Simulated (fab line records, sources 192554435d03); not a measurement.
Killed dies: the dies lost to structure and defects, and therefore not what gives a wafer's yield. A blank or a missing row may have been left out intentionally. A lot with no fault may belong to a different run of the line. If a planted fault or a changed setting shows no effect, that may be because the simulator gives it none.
A lot that was struck, set against a sound lot | flow n5-finfet | 39 steps out of a route of 1938
Sound: the wafers L451.1, L451.4, L451.6. Struck: wafers L445.1, L445.3, L445.6. Last of all comes the cause.
Order at every step that has rows: each side's tool, ch and its chambers, its first start. Under that, the readings that differ: sound wafers | struck wafers | difference of the means | sigmas: that difference in standard deviations of wafers without a fault.
alike: a reading whose means differ by less than 2 such deviations, as well as words and numbers matching on both sides. not compared: withheld readings; readings where some wafer has no value; bounds like >300 that might hide an equal value; numbers whose values overlap and for which the record gives no deviation.
The two part at a step that has a row with sigmas, a row that says differs or no value, or rows on one side only. Numbers that don't overlap but have no deviation are shown without sigmas and don't part them. Lack of a reading on every wafer of one side parts them only where that side has two or more wafers.

first, 10 steps without rows for these wafers: N5_DUMMY_REMOVAL_HM_STRIP_01 (strips SiNx in CH3F/O2, stops on poly-Si, target depth 4 nm, time 6.8 s); N5_DUMMY_REMOVAL_STRIP_10 (strips in N2/H2, time 40 s); N5_DUMMY_REMOVAL_PRECLEAN_07 (cleans in dHF, time 30 s); N5_DUMMY_REMOVAL_DUMMY_REMOVE_02 (chemistry TMAH, target poly-Si, stops on SiO2, target depth 142 nm, time 57 s, rinse time 30 s); N5_DUMMY_REMOVAL_PRECLEAN_08 (cleans in NF3:NH3, afs cycles 2, time 20 s, sublimation time 60 s); N5_DUMMY_REMOVAL_PRECLEAN_04 (cleans in DHF, time 37 s); N5_DUMMY_REMOVAL_SRD_05 (time 30 s); N5_HKMG_FIN_IL_REGROW_00 (material SiO2, chemistry O3, target thk 0.75 nm, time 30 s); N5_HKMG_FIN_HK_ALD_01 (deposits HfO2, target thk 1.6 nm, pulse time 3 s, purge time 3 s); N5_HKMG_FIN_HK_ANNEAL_02 (time 30 s).
N5_HKMG_FIN_ALD_74: deposits La2O3, target thk 0.5 nm, pulse time 6 s, co reactant pulse time 1 s.
  sound on ald-hk-01 ch 0,2, day 7 12:15; struck on ald-hk-02 ch 0,1, day 5 21:41
  no value came back on the struck wafers for co-reactant-pulse-time-s (s), co-reactant-purge-time-s (s), heater-power-w (W), precursor-pulse-height-rel; on the sound wafers co-reactant-pulse-time-s (s) reads 1 1 1
then, 26 steps without rows for these wafers: N5_HKMG_FIN_ALD_75 (deposits Al2O3, target thk 1 nm, co reactant pulse time 1 s); N5_HKMG_FIN_COAT_41 (time 60 s, resist thk 300 nm); N5_HKMG_FIN_COAT_42 (time 60 s, resist thk 35 nm); N5_HKMG_FIN_COAT_43 (resist thk 90 nm); N5_HKMG_FIN_EBR_45; N5_HKMG_FIN_SOFTBAKE_44 (time 60 s); N5_HKMG_FIN_EXPOSE_46 (exposes mask NDIPOLE); N5_HKMG_FIN_PEB_47 (peb time 60 s); N5_HKMG_FIN_DEVELOP_48 (develop time 30 s); N5_HKMG_FIN_DESCUM_53 (chemistry O2, time 7.9 s); N5_HKMG_FIN_ETCH_54 (etches SiARC in CF4, target depth 45.5 nm, time 75.8 s); N5_HKMG_FIN_ETCH_55 (etches SOC in N2/H2, target depth 240 nm, time 300 s); N5_HKMG_FIN_STRIP_56 (strips in N2/H2); N5_HKMG_FIN_STRIP_57 (strips in CF4); N5_HKMG_FIN_ETCH_58 (etches SOC in N2/H2, target depth 215.8 nm, time 741 s); N5_HKMG_FIN_STRIP_93 (strips SOC in N2/H2, time 20 s); N5_HKMG_FIN_WET_ETCH_76 (etches Al2O3 in dNH4OH, stops on La2O3, target depth 2.25 nm, rinse time 30 s); N5_HKMG_FIN_STRIP_60 (strips in N2/H2, time 360 s); N5_HKMG_FIN_WET_ETCH_77 (etches La2O3 in dHCl, stops on HfO2, target depth 2 nm); N5_HKMG_FIN_WET_ETCH_78 (etches Al2O3 in dNH4OH, stops on La2O3, target depth 4.5 nm, rinse time 30 s); N5_HKMG_FIN_ALD_79 (deposits TiN, target thk 1.5 nm, pulse time 1 s, purge time 3 s); N5_HKMG_FIN_CVD_62 (deposits a-Si from Si2H6, target thk 3 nm, time 20.8 s); N5_HKMG_FIN_RTA_80 (time 2 s); N5_HKMG_FIN_PRECLEAN_64 (cleans in dHF, time 30 s); N5_HKMG_FIN_WET_ETCH_65 (etches a-Si in TMAH, stops on TiN, time 49 s, target depth 3 nm); N5_HKMG_FIN_WET_ETCH_81 (etches TiN in SC1, stops on HfO2, time 57 s, target depth 6 nm).
-- a jump in the record: the struck wafers' starts before and after are 5 days apart (it breaks off in module HKMG_FIN and resumes in module BEOL_M4, where the first step shown is number 1111 of the route) --
N5_BEOL_M4_RC_MEAS_101:
  sound on prober-02 ch 0, day 12 09:50; struck on prober-02 ch 0, day 10 17:13
  reading             | sound                      | struck                     | difference | sigmas
  DIBL_P (mV/V)       | 36.7 39.0 37.1             | 36.5 33.8 34.0             | -2.8       | -2
  IOFF_P (nA/um)      | 0.221 0.257 0.215          | 53.886 44.630 45.773       | +47.865    | +99 or more
  IOFF_P_85C (nA/um)  | 3.8 4.3 3.8                | 384.7 330.0 334.0          | +345.6     | +99 or more
  IOFF_P_LIN (nA/um)  | 0.104 0.115 0.101          | 24.792 21.580 22.091       | +22.714    | +99 or more
  IOFF_P_LONG (nA/um) | 0.000105 0.000105 0.000104 | 0.021151 0.021453 0.021472 | +0.021254  | +99 or more
  ION_P (uA/um)       | 470 467 468                | 658 661 666                | +193       | +28
  VT_N_LVT (mV)       | 98.8 97.3 100.5            | 248.6 248.2 247.6          | +149.3     | +71
  VT_P (mV)           | -247 -247 -249             | -93 -97 -96                | +152       | +48
  VT_P_LONG (mV)      | -276 -274 -275             | -123 -121 -122             | +153       | +46
  alike: DIBL_N, IOFF_N, ION_N, SS_N, SS_P, VT_N
-- record jumps: 5 days separate the struck wafers' starts on either side; left off in module BEOL_M4, taken up again in module PASSIVATION, whose first shown step is the route's number 1936 --
N5_PASSIVATION_PROBE_49:
  struck on prober-02, day 15 07:35; sound on prober-02, day 16 10:53
  reading                | sound          | struck      | difference | sigmas
  sort_bin_4_leakage (%) | 0 0 0          | 91.69 90.68 | +91.19     |
  sort-n-pass            | 1104 1084 1104 | 0 0         | -1097      | -69
  sort-yield-pct (%)     | 93.6 91.9 93.6 | 0 0         | -93        | -66
  alike: defect-limited-yield, killed_at_M0_to_M3, killed_at_M4_up, killed-at-contacts, killed-at-front-end, killed-at-other, killed-dies, killed-open, killed-short, sort_bin_5_function, sort_bin_6_memory

== WHERE THEY PART ==
At N5_HKMG_FIN_ALD_74 first; at N5_PASSIVATION_PROBE_49 last (within this record only).

WHY: whatever the simulator had introduced
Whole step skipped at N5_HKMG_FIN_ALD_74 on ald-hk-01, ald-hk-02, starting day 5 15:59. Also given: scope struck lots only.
